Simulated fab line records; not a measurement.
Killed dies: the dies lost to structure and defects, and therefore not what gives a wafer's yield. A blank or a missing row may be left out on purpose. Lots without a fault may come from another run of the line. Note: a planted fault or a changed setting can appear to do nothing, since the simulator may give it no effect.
Matching of chambers / flow n5Finfet / pecvd-04 running N5_BEOL_M11_DEP_56: 3 sister chambers
The step deposits SiCN from 3MS/NH3, target thk 30 nm, time 10.5 s. 6 wafers are shown with their chamber, then 10 later ones without.

## WAFERS, EACH WITH ITS CHAMBER
wafer=L083.3; chamber=2; throttleValvePct (%)=17.0; showerheadPlenumPTorr (Torr)=4.179
wafer=L084.2; chamber=1; throttleValvePct (%)=18.4; showerheadPlenumPTorr (Torr)=4.136
wafer=L084.3; chamber=0; throttleValvePct (%)=16.7; showerheadPlenumPTorr (Torr)=4.155
wafer=L084.6; chamber=1; throttleValvePct (%)=18.1; showerheadPlenumPTorr (Torr)=4.130
wafer=L091.4; chamber=0; throttleValvePct (%)=16.9; showerheadPlenumPTorr (Torr)=4.161
wafer=L091.5; chamber=2; throttleValvePct (%)=17.3; showerheadPlenumPTorr (Torr)=4.186

## WAFERS MISSING THEIR CHAMBER
wafer=L091.6; throttleValvePct (%)=18.5; showerheadPlenumPTorr (Torr)=4.117
wafer=L094.1; throttleValvePct (%)=18.4; showerheadPlenumPTorr (Torr)=4.121
wafer=L094.3; throttleValvePct (%)=16.8; showerheadPlenumPTorr (Torr)=4.168
wafer=L094.5; throttleValvePct (%)=17.3; showerheadPlenumPTorr (Torr)=4.170
wafer=L095.3; throttleValvePct (%)=18.3; showerheadPlenumPTorr (Torr)=4.132
wafer=L095.4; throttleValvePct (%)=18.3; showerheadPlenumPTorr (Torr)=4.127
wafer=L095.5; throttleValvePct (%)=17.3; showerheadPlenumPTorr (Torr)=4.174
wafer=L096.3; throttleValvePct (%)=17.1; showerheadPlenumPTorr (Torr)=4.184
wafer=L096.5; throttleValvePct (%)=17.3; showerheadPlenumPTorr (Torr)=4.179
wafer=L096.6; throttleValvePct (%)=18.2; showerheadPlenumPTorr (Torr)=4.135

## THE CHAMBER EACH PASSED THROUGH
wafer=L091.6; from the rows above=1; in truth=1
wafer=L094.1; from the rows above=1; in truth=1
wafer=L094.3; from the rows above=can't be placed: 0 or 2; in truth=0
wafer=L094.5; from the rows above=can't be placed: 2 or 0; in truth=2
wafer=L095.3; from the rows above=1; in truth=1
wafer=L095.4; from the rows above=1; in truth=1
wafer=L095.5; from the rows above=2; in truth=2
wafer=L096.3; from the rows above=2; in truth=2
wafer=L096.5; from the rows above=2; in truth=2
wafer=L096.6; from the rows above=1; in truth=1
Placed correctly: 8 of 10. Can't be placed from these rows: 2 (the true chamber is among the candidates in 2). Number placed wrongly: 0.
How it was worked out, from the rows above alone: a wafer's distance from a chamber is the root of the sum, over the readings, of the square of ((its reading less the chamber's mean) divided by the reading's scatter). If the next closest chamber is less than 2 further off than the closest, the wafer can't be placed; otherwise it belongs to the closest. The mean given for a chamber averages the wafers shown for that chamber. The scatter: the root of (the sum of the squares of (reading less its chamber's mean) over the shown wafers, divided by (wafers less chambers)).
